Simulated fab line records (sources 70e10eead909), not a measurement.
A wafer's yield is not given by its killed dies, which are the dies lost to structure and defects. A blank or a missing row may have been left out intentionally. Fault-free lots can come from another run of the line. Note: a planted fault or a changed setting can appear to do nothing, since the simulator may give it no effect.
Which tool is to blame? :: flow nand_harc :: 24 lots, 72 wafers sampled, at 5 steps of a route of 1159

## WHAT THE GAUGES SHOWED, per wafer
NHARC_A_ZERO_WELL_INSPECT_17.
lot: L074
measured: day 6 06:31
on: defect_inspect-02
raw_defect_count: 8 14 10

lot: L075
measured: day 7 00:13
on: defect_inspect-01
raw_defect_count: 4 2 7

lot: L076
measured: day 7 01:13
on: defect_inspect-01
raw_defect_count: 9 20 21

lot: L077
measured: day 7 02:23
on: defect_inspect-02
raw_defect_count: 8 3 3

lot: L078
measured: day 7 23:51
on: defect_inspect-01
raw_defect_count: 9 9 9

lot: L079
measured: day 8 00:40
on: defect_inspect-02
raw_defect_count: 9 11 6

lot: L080
measured: day 8 10:40
on: defect_inspect-02
raw_defect_count: 3 5 7

lot: L081
measured: day 8 15:14
on: defect_inspect-02
raw_defect_count: 14 12 15

lot: L082
measured: day 8 21:40
on: defect_inspect-02
raw_defect_count: 5 11 14

lot: L083
measured: day 8 22:21
on: defect_inspect-01
raw_defect_count: 14 3 12

lot: L084
measured: day 9 03:34
on: defect_inspect-02
raw_defect_count: 8 3 8

lot: L087
measured: day 9 17:57
on: defect_inspect-01
raw_defect_count: 5 10 10

lot: L085
measured: day 9 18:59
on: defect_inspect-01
raw_defect_count: 4 9 1

lot: L088
measured: day 9 21:55
on: defect_inspect-01
raw_defect_count: 7 5 10

lot: L086
measured: day 10 05:41
on: defect_inspect-01
raw_defect_count: 16 14 19

lot: L090
measured: day 10 16:49
on: defect_inspect-01
raw_defect_count: 13 6 24

lot: L089
measured: day 10 17:35
on: defect_inspect-02
raw_defect_count: 13 17 12

lot: L091
measured: day 11 00:22
on: defect_inspect-01
raw_defect_count: 7 4 1

lot: L092
measured: day 11 01:20
on: defect_inspect-02
raw_defect_count: 6 8 11

lot: L093
measured: day 11 01:55
on: defect_inspect-01
raw_defect_count: 3 7 5

lot: L094
measured: day 11 14:28
on: defect_inspect-02
raw_defect_count: 3 8 6

lot: L095
measured: day 11 16:20
on: defect_inspect-01
raw_defect_count: 3 2 6

lot: L097
measured: day 11 23:48
on: defect_inspect-02
raw_defect_count: 8 7 6

lot: L096
measured: day 12 00:31
on: defect_inspect-01
raw_defect_count: 14 5 9

NHARC_A_CHANNEL_HOLE_D1_CD_MEAS_10: target cd 100 nm.
lot: L074
measured: day 7 17:20
on: cd_sem-01
cd_nm (nm): 99.7 100.6 100.6

lot: L075
measured: day 8 16:14
on: cd_sem-01
cd_nm (nm): 99.4 99.8 100.1

lot: L076
measured: day 8 17:06
on: cd_sem-02
cd_nm (nm): 99.9 99.8 100.5

lot: L077
measured: day 8 16:56
on: cd_sem-02
cd_nm (nm): 100.4 100.0 99.8

lot: L078
measured: day 9 12:40
on: cd_sem-01
cd_nm (nm): 100.6 100.2 100.5

lot: L079
measured: day 9 13:08
on: cd_sem-03
cd_nm (nm): 100.6 101.4 100.8

lot: L080
measured: day 10 00:13
on: cd_sem-03
cd_nm (nm): 99.4 99.7 99.7

lot: L081
measured: day 10 07:33
on: cd_sem-02
cd_nm (nm): 100.0 99.7 99.6

lot: L082
measured: day 10 08:34
on: cd_sem-01
cd_nm (nm): 100.3 100.6 100.1

lot: L083
measured: day 10 07:43
on: cd_sem-02
cd_nm (nm): 100.2 100.4 99.9

lot: L084
measured: day 10 20:53
on: cd_sem-01
cd_nm (nm): 100.1 101.1 100.1

lot: L087
measured: day 11 09:37
on: cd_sem-03
cd_nm (nm): 100.3 100.4 100.0

lot: L085
measured: day 11 10:01
on: cd_sem-02
cd_nm (nm): 99.5 100.2 100.0

lot: L088
measured: day 11 10:22
on: cd_sem-02
cd_nm (nm): 100.3 100.5 100.7

lot: L086
measured: day 11 23:15
on: cd_sem-01
cd_nm (nm): 99.6 101.0 99.9

lot: L090
measured: day 12 05:22
on: cd_sem-02
cd_nm (nm): 100.2 100.0 100.7

lot: L089
measured: day 12 07:13
on: cd_sem-01
cd_nm (nm): 100.6 100.0 100.1

lot: L091
measured: day 12 14:43
on: cd_sem-03
cd_nm (nm): 99.7 100.0 100.1

lot: L092
measured: day 12 15:01
on: cd_sem-03
cd_nm (nm): 100.4 100.7 100.0

lot: L093
measured: day 12 13:44
on: cd_sem-03
cd_nm (nm): 99.8 100.1 100.1

lot: L094
measured: day 13 02:54
on: cd_sem-01
cd_nm (nm): 100.8 100.4 100.4

lot: L095
measured: day 13 02:34
on: cd_sem-03
cd_nm (nm): 100.2 101.0 100.0

lot: L097
measured: day 13 15:32
on: cd_sem-01
cd_nm (nm): 100.3 99.8 100.5

lot: L096
measured: day 13 16:29
on: cd_sem-02
cd_nm (nm): 100.0 100.4 100.1

## WHICH TOOL RAN EACH LOT (tool, then ch and the chambers of the sampled wafers, then the start)
lot: L074
NHARC_P_M2_DEGAS_29: pvd_sputter-01, day 5 21:17
NHARC_P_BONDPAD_ETCH_24: rie_diel-05 ch 0,3, day 6 03:48 or earlier
NHARC_P_BONDPAD_ACTIVATE_29: rie_diel-05 ch 1,2, day 6 03:48

lot: L075
NHARC_P_M2_DEGAS_29: pvd_sputter-03, day 6 15:23
NHARC_P_BONDPAD_ETCH_24: rie_diel-06 ch 0,1, day 6 21:29 or earlier
NHARC_P_BONDPAD_ACTIVATE_29: rie_diel-06 ch 2,3, day 6 21:29

lot: L076
NHARC_P_M2_DEGAS_29: pvd_sputter-01, day 6 16:01
NHARC_P_BONDPAD_ETCH_24: rie_diel-06 ch 1,2, day 6 22:29 or earlier
NHARC_P_BONDPAD_ACTIVATE_29: rie_diel-06 ch 0,1,3, day 6 22:29

lot: L077
NHARC_P_M2_DEGAS_29: pvd_sputter-02, day 6 17:11
NHARC_P_BONDPAD_ETCH_24: rie_diel-05 ch 0,2, day 6 23:39 or earlier
NHARC_P_BONDPAD_ACTIVATE_29: rie_diel-06 ch 0,3, day 6 23:39

lot: L078
NHARC_P_M2_DEGAS_29: pvd_sputter-03, day 7 14:44
NHARC_P_BONDPAD_ETCH_24: rie_diel-06 ch 0,2, day 7 19:05
NHARC_P_BONDPAD_ACTIVATE_29: rie_diel-06 ch 0,1,2, day 7 21:13

lot: L079
NHARC_P_M2_DEGAS_29: pvd_sputter-02, day 7 15:37
NHARC_P_BONDPAD_ETCH_24: rie_diel-06 ch 0,2, day 7 19:48
NHARC_P_BONDPAD_ACTIVATE_29: rie_diel-06 ch 1,2, day 7 21:56

lot: L080
NHARC_P_M2_DEGAS_29: pvd_sputter-02, day 8 01:37
NHARC_P_BONDPAD_ETCH_24: rie_diel-06 ch 0,2, day 8 07:51 or earlier
NHARC_P_BONDPAD_ACTIVATE_29: rie_diel-10 ch 0,1,2, day 8 07:51

lot: L081
NHARC_P_M2_DEGAS_29: pvd_sputter-01, day 8 06:29
NHARC_P_BONDPAD_ETCH_24: rie_diel-06 ch 0,2, day 8 12:34 or earlier
NHARC_P_BONDPAD_ACTIVATE_29: rie_diel-06 ch 1,2,3, day 8 12:34

lot: L082
NHARC_P_M2_DEGAS_29: pvd_sputter-03, day 8 12:51
NHARC_P_BONDPAD_ETCH_24: rie_diel-05 ch 1,2,3, day 8 18:55 or earlier
NHARC_P_BONDPAD_ACTIVATE_29: rie_diel-06 ch 0,1,3, day 8 18:55

lot: L083
NHARC_P_M2_DEGAS_29: pvd_sputter-02, day 8 13:12
NHARC_P_BONDPAD_ETCH_24: rie_diel-06 ch 1,2,3, day 8 19:40 or earlier
NHARC_P_BONDPAD_ACTIVATE_29: rie_diel-06 ch 0,2,3, day 8 19:40

lot: L084
NHARC_P_M2_DEGAS_29: pvd_sputter-03, day 8 17:55
NHARC_P_BONDPAD_ETCH_24: rie_diel-05 ch 0,2,3, day 9 00:50 or earlier
NHARC_P_BONDPAD_ACTIVATE_29: rie_diel-06 ch 0,1,2, day 9 00:50

lot: L087
NHARC_P_M2_DEGAS_29: pvd_sputter-01, day 9 09:13
NHARC_P_BONDPAD_ETCH_24: rie_diel-05 ch 1,3, day 9 15:20 or earlier
NHARC_P_BONDPAD_ACTIVATE_29: rie_diel-05 ch 1,2,3, day 9 15:20

lot: L085
NHARC_P_M2_DEGAS_29: pvd_sputter-03, day 9 10:06
NHARC_P_BONDPAD_ETCH_24: rie_diel-06 ch 0,3, day 9 16:20 or earlier
NHARC_P_BONDPAD_ACTIVATE_29: rie_diel-06 ch 1,3, day 9 16:20

lot: L088
NHARC_P_M2_DEGAS_29: pvd_sputter-01, day 9 12:53
NHARC_P_BONDPAD_ETCH_24: rie_diel-06 ch 1,2,3, day 9 19:18 or earlier
NHARC_P_BONDPAD_ACTIVATE_29: rie_diel-06 ch 0,2,3, day 9 19:18

lot: L086
NHARC_P_M2_DEGAS_29: pvd_sputter-03, day 9 20:35
NHARC_P_BONDPAD_ETCH_24: rie_diel-06 ch 0,1,2, day 10 03:01 or earlier
NHARC_P_BONDPAD_ACTIVATE_29: rie_diel-06 ch 1,2,3, day 10 03:01

lot: L090
NHARC_P_M2_DEGAS_29: pvd_sputter-03, day 10 07:52
NHARC_P_BONDPAD_ETCH_24: rie_diel-10 ch 0,1, day 10 14:13 or earlier
NHARC_P_BONDPAD_ACTIVATE_29: rie_diel-06 ch 1,2,3, day 10 14:13

lot: L089
NHARC_P_M2_DEGAS_29: pvd_sputter-03, day 10 08:26
NHARC_P_BONDPAD_ETCH_24: rie_diel-05 ch 0,1,3, day 10 14:51 or earlier
NHARC_P_BONDPAD_ACTIVATE_29: rie_diel-06 ch 0,2,3, day 10 14:51

lot: L091
NHARC_P_M2_DEGAS_29: pvd_sputter-01, day 10 15:23
NHARC_P_BONDPAD_ETCH_24: rie_diel-05 ch 1,2,3, day 10 21:38 or earlier
NHARC_P_BONDPAD_ACTIVATE_29: rie_diel-06 ch 0,1,3, day 10 21:38

lot: L092
NHARC_P_M2_DEGAS_29: pvd_sputter-01, day 10 16:29
NHARC_P_BONDPAD_ETCH_24: rie_diel-05 ch 0,1,2, day 10 22:37 or earlier
NHARC_P_BONDPAD_ACTIVATE_29: rie_diel-05 ch 0,2, day 10 22:37

lot: L093
NHARC_P_M2_DEGAS_29: pvd_sputter-03, day 10 16:58
NHARC_P_BONDPAD_ETCH_24: rie_diel-05 ch 0,3, day 10 23:12 or earlier
NHARC_P_BONDPAD_ACTIVATE_29: rie_diel-06 ch 1,2, day 10 23:12

lot: L094
NHARC_P_M2_DEGAS_29: pvd_sputter-03, day 11 04:51
NHARC_P_BONDPAD_ETCH_24: rie_diel-10 ch 1,3, day 11 11:50 or earlier
NHARC_P_BONDPAD_ACTIVATE_29: rie_diel-05 ch 0,1,3, day 11 11:50

lot: L095
NHARC_P_M2_DEGAS_29: pvd_sputter-02, day 11 07:20
NHARC_P_BONDPAD_ETCH_24: rie_diel-05 ch 0,1, day 11 13:31 or earlier
NHARC_P_BONDPAD_ACTIVATE_29: rie_diel-06 ch 0,1,2, day 11 13:31

lot: L097
NHARC_P_M2_DEGAS_29: pvd_sputter-01, day 11 14:49
NHARC_P_BONDPAD_ETCH_24: rie_diel-06 ch 0,3, day 11 21:10 or earlier
NHARC_P_BONDPAD_ACTIVATE_29: rie_diel-06 ch 0,1,3, day 11 21:10

lot: L096
NHARC_P_M2_DEGAS_29: pvd_sputter-03, day 11 15:08
NHARC_P_BONDPAD_ETCH_24: rie_diel-06 ch 1,2,3, day 11 21:44 or earlier
NHARC_P_BONDPAD_ACTIVATE_29: rie_diel-06 ch 0,2,3, day 11 21:44
- NHARC_P_M2_DEGAS_29: time 60 s.
- NHARC_P_BONDPAD_ETCH_24: etches the open film in CF4/N2, target depth 30 nm, time 72.99 s.
- NHARC_P_BONDPAD_ACTIVATE_29: chemistry N2, time 60 s.

## WHAT THE TOOLS THEMSELVES READ (means of the sampled wafers that have a number; where no wafer has one, the mark that the record gives instead)
NHARC_P_M2_DEGAS_29.
lot: L074
tool: pvd_sputter-01
heater_power_w (W): 291

lot: L075
tool: pvd_sputter-03
heater_power_w (W): 340

lot: L076
tool: pvd_sputter-01
heater_power_w (W): 297

lot: L077
tool: pvd_sputter-02
heater_power_w (W): 295

lot: L078
tool: pvd_sputter-03
heater_power_w (W): 338

lot: L079
tool: pvd_sputter-02
heater_power_w (W): 311

lot: L080
tool: pvd_sputter-02
heater_power_w (W): 339

lot: L081
tool: pvd_sputter-01
heater_power_w (W): 305

lot: L082
tool: pvd_sputter-03
heater_power_w (W): 344

lot: L083
tool: pvd_sputter-02
heater_power_w (W): 293

lot: L084
tool: pvd_sputter-03
heater_power_w (W): 342

lot: L087
tool: pvd_sputter-01
heater_power_w (W): 309

lot: L085
tool: pvd_sputter-03
heater_power_w (W): 347

lot: L088
tool: pvd_sputter-01
heater_power_w (W): 288

lot: L086
tool: pvd_sputter-03
heater_power_w (W): 351

lot: L090
tool: pvd_sputter-03
heater_power_w (W): 333

lot: L089
tool: pvd_sputter-03
heater_power_w (W): 337

lot: L091
tool: pvd_sputter-01
heater_power_w (W): 301

lot: L092
tool: pvd_sputter-01
heater_power_w (W): 292

lot: L093
tool: pvd_sputter-03
heater_power_w (W): 337

lot: L094
tool: pvd_sputter-03
heater_power_w (W): 330

lot: L095
tool: pvd_sputter-02
heater_power_w (W): 291

lot: L097
tool: pvd_sputter-01
heater_power_w (W): 301

lot: L096
tool: pvd_sputter-03
heater_power_w (W): 348

NHARC_P_BONDPAD_ETCH_24.
lot: L074
tool: rie_diel-05
drypump_motor_current_A (A): 5.7
n2_flow_sccm (sccm): 100.21
oes_product_au (a.u.): 0.998
rf_fwd_power_W (W): 297.4
rf_vpp_V (V): 311.8
showerhead_plenum_p_Torr (Torr): 2.50
throttle_valve_pct (%): 19.781

lot: L075
tool: rie_diel-06
drypump_motor_current_A (A): 5.9
n2_flow_sccm (sccm): 99.84
oes_product_au (a.u.): 1.005
rf_fwd_power_W (W): 299.6
rf_vpp_V (V): 313.0
showerhead_plenum_p_Torr (Torr): 2.58
throttle_valve_pct (%): 19.803

lot: L076
tool: rie_diel-06
drypump_motor_current_A (A): 5.7
n2_flow_sccm (sccm): 99.93
oes_product_au (a.u.): 1.004
rf_fwd_power_W (W): 298.3
rf_vpp_V (V): 314.5
showerhead_plenum_p_Torr (Torr): 2.66
throttle_valve_pct (%): 19.794

lot: L077
tool: rie_diel-05
drypump_motor_current_A (A): 5.6
n2_flow_sccm (sccm): 100.11
oes_product_au (a.u.): 1.002
rf_fwd_power_W (W): 297.1
rf_vpp_V (V): 313.4
showerhead_plenum_p_Torr (Torr): 2.60
throttle_valve_pct (%): 19.809

lot: L078
tool: rie_diel-06
drypump_motor_current_A (A): 5.5
n2_flow_sccm (sccm): 100.11
oes_product_au (a.u.): 0.999
rf_fwd_power_W (W): 297.9
rf_vpp_V (V): 313.8
showerhead_plenum_p_Torr (Torr): 2.56
throttle_valve_pct (%): 19.797

lot: L079
tool: rie_diel-06
drypump_motor_current_A (A): 5.5
n2_flow_sccm (sccm): 100.05
oes_product_au (a.u.): 0.993
rf_fwd_power_W (W): 297.3
rf_vpp_V (V): 313.4
showerhead_plenum_p_Torr (Torr): 2.56
throttle_valve_pct (%): 19.793

lot: L080
tool: rie_diel-06
drypump_motor_current_A (A): 5.5
n2_flow_sccm (sccm): 99.79
oes_product_au (a.u.): 1.002
rf_fwd_power_W (W): 297.7
rf_vpp_V (V): 313.9
showerhead_plenum_p_Torr (Torr): 2.56
throttle_valve_pct (%): 19.785

lot: L081
tool: rie_diel-06
drypump_motor_current_A (A): 5.3
n2_flow_sccm (sccm): 99.79
oes_product_au (a.u.): 1.001
rf_fwd_power_W (W): 297.7
rf_vpp_V (V): 313.9
showerhead_plenum_p_Torr (Torr): 2.64
throttle_valve_pct (%): 19.802

lot: L082
tool: rie_diel-05
drypump_motor_current_A (A): 5.4
n2_flow_sccm (sccm): 100.02
oes_product_au (a.u.): 1.000
rf_fwd_power_W (W): 297.4
rf_vpp_V (V): 313.9
showerhead_plenum_p_Torr (Torr): 2.62
throttle_valve_pct (%): 19.799

lot: L083
tool: rie_diel-06
drypump_motor_current_A (A): 5.8
n2_flow_sccm (sccm): 99.99
oes_product_au (a.u.): 1.011
rf_fwd_power_W (W): 298.7
rf_vpp_V (V): 315.1
showerhead_plenum_p_Torr (Torr): 2.62
throttle_valve_pct (%): 19.795

lot: L084
tool: rie_diel-05
drypump_motor_current_A (A): 5.5
n2_flow_sccm (sccm): 100.17
oes_product_au (a.u.): 1.001
rf_fwd_power_W (W): 297.2
rf_vpp_V (V): 313.2
showerhead_plenum_p_Torr (Torr): 2.56
throttle_valve_pct (%): 19.795

lot: L087
tool: rie_diel-05
drypump_motor_current_A (A): 5.3
n2_flow_sccm (sccm): 99.93
oes_product_au (a.u.): 0.994
rf_fwd_power_W (W): 296.8
rf_vpp_V (V): 313.5
showerhead_plenum_p_Torr (Torr): 2.59
throttle_valve_pct (%): 19.784

lot: L085
tool: rie_diel-06
drypump_motor_current_A (A): 5.9
n2_flow_sccm (sccm): 99.62
oes_product_au (a.u.): 0.998
rf_fwd_power_W (W): 298.9
rf_vpp_V (V): 312.7
showerhead_plenum_p_Torr (Torr): 2.51
throttle_valve_pct (%): 19.793

lot: L088
tool: rie_diel-06
drypump_motor_current_A (A): 5.7
n2_flow_sccm (sccm): 100.15
oes_product_au (a.u.): 1.006
rf_fwd_power_W (W): 298.8
rf_vpp_V (V): 314.4
showerhead_plenum_p_Torr (Torr): 2.62
throttle_valve_pct (%): 19.786

lot: L086
tool: rie_diel-06
drypump_motor_current_A (A): 5.6
n2_flow_sccm (sccm): 100.02
oes_product_au (a.u.): 0.999
rf_fwd_power_W (W): 297.8
rf_vpp_V (V): 314.0
showerhead_plenum_p_Torr (Torr): 2.61
throttle_valve_pct (%): 19.799

lot: L090
tool: rie_diel-10
drypump_motor_current_A (A): 5.3
n2_flow_sccm (sccm): 99.60
oes_product_au (a.u.): 1.004
rf_fwd_power_W (W): 297.6
rf_vpp_V (V): 315.8
showerhead_plenum_p_Torr (Torr): 2.72
throttle_valve_pct (%): 19.792

lot: L089
tool: rie_diel-05
drypump_motor_current_A (A): 5.7
n2_flow_sccm (sccm): 99.99
oes_product_au (a.u.): 0.993
rf_fwd_power_W (W): 297.8
rf_vpp_V (V): 313.0
showerhead_plenum_p_Torr (Torr): 2.55
throttle_valve_pct (%): 19.787

lot: L091
tool: rie_diel-05
drypump_motor_current_A (A): 5.4
n2_flow_sccm (sccm): 100.13
oes_product_au (a.u.): 1.008
rf_fwd_power_W (W): 297.2
rf_vpp_V (V): 313.7
showerhead_plenum_p_Torr (Torr): 2.62
throttle_valve_pct (%): 19.797

lot: L092
tool: rie_diel-05
drypump_motor_current_A (A): 5.8
n2_flow_sccm (sccm): 99.77
oes_product_au (a.u.): 1.002
rf_fwd_power_W (W): 298.2
rf_vpp_V (V): 313.7
showerhead_plenum_p_Torr (Torr): 2.57
throttle_valve_pct (%): 19.795

lot: L093
tool: rie_diel-05
drypump_motor_current_A (A): 5.7
n2_flow_sccm (sccm): 99.94
oes_product_au (a.u.): 0.993
rf_fwd_power_W (W): 296.6
rf_vpp_V (V): 312.0
showerhead_plenum_p_Torr (Torr): 2.49
throttle_valve_pct (%): 19.793

lot: L094
tool: rie_diel-10
drypump_motor_current_A (A): 5.4
n2_flow_sccm (sccm): 99.67
oes_product_au (a.u.): 0.996
rf_fwd_power_W (W): 297.9
rf_vpp_V (V): 317.1
showerhead_plenum_p_Torr (Torr): 2.80
throttle_valve_pct (%): 19.795

lot: L095
tool: rie_diel-05
drypump_motor_current_A (A): 6.1
n2_flow_sccm (sccm): 100.03
oes_product_au (a.u.): 0.999
rf_fwd_power_W (W): 297.2
rf_vpp_V (V): 311.6
showerhead_plenum_p_Torr (Torr): 2.50
throttle_valve_pct (%): 19.793

lot: L097
tool: rie_diel-06
drypump_motor_current_A (A): 5.7
n2_flow_sccm (sccm): 100.12
oes_product_au (a.u.): 1.005
rf_fwd_power_W (W): 298.5
rf_vpp_V (V): 312.2
showerhead_plenum_p_Torr (Torr): 2.49
throttle_valve_pct (%): 19.791

lot: L096
tool: rie_diel-06
drypump_motor_current_A (A): 5.7
n2_flow_sccm (sccm): 99.82
oes_product_au (a.u.): 0.997
rf_fwd_power_W (W): 299.1
rf_vpp_V (V): 314.1
showerhead_plenum_p_Torr (Torr): 2.62
throttle_valve_pct (%): 19.790

NHARC_P_BONDPAD_ACTIVATE_29.
lot: L074
tool: rie_diel-05
drypump_motor_current_A (A): 5.6
n2_flow_sccm (sccm): 199.1
oes_product_au (a.u.): 0.993
rf_vpp_V (V): 64.2
showerhead_plenum_p_Torr (Torr): 1.79

lot: L075
tool: rie_diel-06
drypump_motor_current_A (A): 5.5
n2_flow_sccm (sccm): 200.8
oes_product_au (a.u.): 1.000
rf_vpp_V (V): 64.1
showerhead_plenum_p_Torr (Torr): 1.79

lot: L076
tool: rie_diel-06
drypump_motor_current_A (A): 5.9
n2_flow_sccm (sccm): 199.9
oes_product_au (a.u.): 1.000
rf_vpp_V (V): 64.4
showerhead_plenum_p_Torr (Torr): 1.71

lot: L077
tool: rie_diel-06
drypump_motor_current_A (A): 5.9
n2_flow_sccm (sccm): 200.0
oes_product_au (a.u.): 0.989
rf_vpp_V (V): 63.9
showerhead_plenum_p_Torr (Torr): 1.68

lot: L078
tool: rie_diel-06
drypump_motor_current_A (A): 5.6
n2_flow_sccm (sccm): 200.0
oes_product_au (a.u.): 0.993
rf_vpp_V (V): 64.6
showerhead_plenum_p_Torr (Torr): 1.76

lot: L079
tool: rie_diel-06
drypump_motor_current_A (A): 5.7
n2_flow_sccm (sccm): 199.9
oes_product_au (a.u.): 0.991
rf_vpp_V (V): 64.0
showerhead_plenum_p_Torr (Torr): 1.79

lot: L080
tool: rie_diel-10
drypump_motor_current_A (A): 5.6
n2_flow_sccm (sccm): 200.3
oes_product_au (a.u.): 0.991
rf_vpp_V (V): 63.5
showerhead_plenum_p_Torr (Torr): 1.72

lot: L081
tool: rie_diel-06
drypump_motor_current_A (A): 5.8
n2_flow_sccm (sccm): 200.0
oes_product_au (a.u.): 1.001
rf_vpp_V (V): 64.0
showerhead_plenum_p_Torr (Torr): 1.77

lot: L082
tool: rie_diel-06
drypump_motor_current_A (A): 5.8
n2_flow_sccm (sccm): 199.9
oes_product_au (a.u.): 1.002
rf_vpp_V (V): 64.2
showerhead_plenum_p_Torr (Torr): 1.71

lot: L083
tool: rie_diel-06
drypump_motor_current_A (A): 5.6
n2_flow_sccm (sccm): 199.9
oes_product_au (a.u.): 0.996
rf_vpp_V (V): 63.9
showerhead_plenum_p_Torr (Torr): 1.73

lot: L084
tool: rie_diel-06
drypump_motor_current_A (A): 5.6
n2_flow_sccm (sccm): 199.7
oes_product_au (a.u.): 1.011
rf_vpp_V (V): 64.1
showerhead_plenum_p_Torr (Torr): 1.76

lot: L087
tool: rie_diel-05
drypump_motor_current_A (A): 5.4
n2_flow_sccm (sccm): 200.2
oes_product_au (a.u.): 0.996
rf_vpp_V (V): 63.6
showerhead_plenum_p_Torr (Torr): 1.76

lot: L085
tool: rie_diel-06
drypump_motor_current_A (A): 6.0
n2_flow_sccm (sccm): 199.8
oes_product_au (a.u.): 1.003
rf_vpp_V (V): 62.8
showerhead_plenum_p_Torr (Torr): 1.72

lot: L088
tool: rie_diel-06
drypump_motor_current_A (A): 5.6
n2_flow_sccm (sccm): 199.6
oes_product_au (a.u.): 0.997
rf_vpp_V (V): 62.7
showerhead_plenum_p_Torr (Torr): 1.73

lot: L086
tool: rie_diel-06
drypump_motor_current_A (A): 5.7
n2_flow_sccm (sccm): 200.0
oes_product_au (a.u.): 1.000
rf_vpp_V (V): 63.8
showerhead_plenum_p_Torr (Torr): 1.77

lot: L090
tool: rie_diel-06
drypump_motor_current_A (A): 5.7
n2_flow_sccm (sccm): 200.6
oes_product_au (a.u.): 1.003
rf_vpp_V (V): 63.2
showerhead_plenum_p_Torr (Torr): 1.77

lot: L089
tool: rie_diel-06
drypump_motor_current_A (A): 5.6
n2_flow_sccm (sccm): 199.1
oes_product_au (a.u.): 0.994
rf_vpp_V (V): 63.9
showerhead_plenum_p_Torr (Torr): 1.73

lot: L091
tool: rie_diel-06
drypump_motor_current_A (A): 5.9
n2_flow_sccm (sccm): 199.9
oes_product_au (a.u.): 0.993
rf_vpp_V (V): 64.4
showerhead_plenum_p_Torr (Torr): 1.71

lot: L092
tool: rie_diel-05
drypump_motor_current_A (A): 5.8
n2_flow_sccm (sccm): 200.8
oes_product_au (a.u.): 0.993
rf_vpp_V (V): 64.1
showerhead_plenum_p_Torr (Torr): 1.68

lot: L093
tool: rie_diel-06
drypump_motor_current_A (A): 5.5
n2_flow_sccm (sccm): 200.1
oes_product_au (a.u.): 0.998
rf_vpp_V (V): 65.1
showerhead_plenum_p_Torr (Torr): 1.82

lot: L094
tool: rie_diel-05
drypump_motor_current_A (A): 5.7
n2_flow_sccm (sccm): 200.0
oes_product_au (a.u.): 1.003
rf_vpp_V (V): 63.9
showerhead_plenum_p_Torr (Torr): 1.71

lot: L095
tool: rie_diel-06
drypump_motor_current_A (A): 5.6
n2_flow_sccm (sccm): 199.7
oes_product_au (a.u.): 1.002
rf_vpp_V (V): 64.5
showerhead_plenum_p_Torr (Torr): 1.76

lot: L097
tool: rie_diel-06
drypump_motor_current_A (A): 5.9
n2_flow_sccm (sccm): 200.3
oes_product_au (a.u.): 0.999
rf_vpp_V (V): 63.6
showerhead_plenum_p_Torr (Torr): 1.71

lot: L096
tool: rie_diel-06
drypump_motor_current_A (A): 5.6
n2_flow_sccm (sccm): 199.6
oes_product_au (a.u.): 0.996
rf_vpp_V (V): 64.5
showerhead_plenum_p_Torr (Torr): 1.73

## THE ANSWER, worked out from the rows above alone
Rule: usual is defined by the lots themselves. The widest of any qualifying gaps counts: lots, ordered by their means at a reading, are off when they make up no more than a third of the lots, leave a main group of 4 or more, and stand apart from it by 3 or more times the standard deviation of that group's means. The tables above print the reading to a certain number of digits; a main group whose means all agree to those digits is not used. A lot without any number at a reading at which 4 lots or more have one is off too. Any other lot the step has rows for is counted as sound. First the gauges in route order, then the tools' own readings, where a lot's mean is used as printed above. The first step at which some lot is off is used, and at that step the reading that is off furthest; a lot without a number counts as furthest.
None of the lots is off at any reading shown; this tells nothing.

## WHAT HAD BEEN PUT IN BY THE SIMULATOR
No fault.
